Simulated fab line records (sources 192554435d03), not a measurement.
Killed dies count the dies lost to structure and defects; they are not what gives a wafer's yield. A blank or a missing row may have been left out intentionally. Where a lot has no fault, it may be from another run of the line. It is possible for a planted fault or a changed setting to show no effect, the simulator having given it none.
Chamber matching ; flow n5-finfet ; N5_BEOL_M15_VIA_ETCH_16 on rie-diel-04: 4 sister chambers
The step etches SiO2 in C4F8/O2/Ar, target depth 1792.2 nm. 4 wafers are shown with their chamber, then 10 later ones without.

== WAFERS, EACH WITH ITS CHAMBER ==
wafer;chamber;throttle-valve-pct (%)
L085.4;3;30.36
L087.2;0;31.17
L090.3;2;30.76
L090.4;1;31.08

== WAFERS WITH NO CHAMBER GIVEN ==
wafer;throttle-valve-pct (%)
L090.5;31.08
L089.2;30.36
L089.3;30.76
L089.5;31.07
L092.2;31.17
L092.3;31.05
L092.5;31.18
L097.2;31.09
L097.3;31.20
L097.4;30.38

== THE CHAMBER EACH PASSED THROUGH ==
wafer;from the rows above;in truth
L090.5;1;1
L089.2;3;3
L089.3;2;2
L089.5;1;1
L092.2;0;0
L092.3;1;1
L092.5;0;0
L097.2;1;1
L097.3;0;0
L097.4;3;3
10 of 10 placed correctly. Not placeable from these rows: 0. 0 placed wrongly.
How it was worked out, from the rows above alone: a wafer's distance from a chamber is the root of the sum, over the readings, of the square of ((its reading less the chamber's mean) divided by the reading's scatter). If the next closest chamber is less than 2 further off than the closest, the wafer can't be placed; otherwise it belongs to the closest. Each chamber's mean is taken over the wafers shown for it. The scatter: with one shown wafer a chamber, the root of the mean of the squares of how far each hidden wafer lies from its nearest shown one.
